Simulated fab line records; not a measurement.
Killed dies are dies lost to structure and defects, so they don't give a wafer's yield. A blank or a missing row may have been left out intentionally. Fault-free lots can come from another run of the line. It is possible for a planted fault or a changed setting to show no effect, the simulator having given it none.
Matching of chambers | flow n5 finfet | 4 sister chambers for N5_BEOL_M0_SAQP_ALD_48 on ald sin-01
The step deposits SiO2, target thk 20 nm, pulse time 1 s, co reactant pulse time 1 s. 18 wafers are shown with their chamber, then 9 later ones without.

WAFERS WITH THEIR CHAMBER
wafer  | chamber | heater power w (W) | precursor pulse height rel
L074.1 | 3       | 87                 | 1.016
L074.3 | 1       | 83                 | 0.994
L074.5 | 0       | 70                 | 0.974
L075.2 | 2       | 75                 | 0.978
L075.4 | 3       | 85                 | 0.965
L075.5 | 2       | 75                 | 1.006
L077.1 | 0       | 71                 | 0.996
L077.2 | 2       | 76                 | 0.992
L077.4 | 3       | 89                 | 0.985
L080.2 | 0       | 72                 | 0.995
L080.3 | 1       | 82                 | 1.004
L080.6 | 1       | 80                 | 0.988
L083.3 | 1       | 81                 | 1.025
L083.4 | 3       | 86                 | 0.998
L083.6 | 0       | 71                 | 1.034
L086.1 | 2       | 77                 | 0.980
L086.4 | 0       | 70                 | 1.000
L086.5 | 2       | 77                 | 1.026

SIGNATURES (means of the wafers above)
reading                    | chamber 0 | chamber 1 | chamber 2 | chamber 3 | scatter within a chamber
heater power w             | 70.80     | 81.50     | 76.00     | 86.75     | 1.21
precursor pulse height rel | 0.99980   | 1.00275   | 0.99640   | 0.99100   | 0.0201
Rule: a wafer's distance from a chamber is the root of the sum, over the readings, of the square of ((its reading less the chamber's mean) divided by the reading's scatter). If the next closest chamber is less than 2 further off than the closest, the wafer can't be placed; otherwise it belongs to the closest. How the scatter is found: for the shown wafers, subtract from each reading the mean of its chamber, square and add these, divide the total by (wafers less chambers), then take the root.

WAFERS WITHOUT THEIR CHAMBER
wafer  | heater power w (W) | precursor pulse height rel
L089.1 | 86                 | 0.980
L089.3 | 76                 | 1.022
L089.6 | 75                 | 1.008
L095.1 | 85                 | 1.003
L095.3 | 76                 | 0.999
L095.6 | 76                 | 1.019
L096.1 | 82                 | 0.940
L096.5 | 78                 | 1.022
L096.6 | 86                 | 0.999

CHAMBER TAKEN BY EACH
wafer  | from the rows above     | in truth
L089.1 | 3                       | 3
L089.3 | 2                       | 2
L089.6 | 2                       | 2
L095.1 | can't be placed: 3 or 1 | 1
L095.3 | 2                       | 2
L095.6 | 2                       | 2
L096.1 | can't be placed: 1 or 3 | 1
L096.5 | can't be placed: 2 or 1 | 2
L096.6 | 3                       | 3
6 of 9 placed correctly. Cannot be placed on the basis of these rows: 3; the candidates contain the true chamber in 3. Placed wrongly: 0.
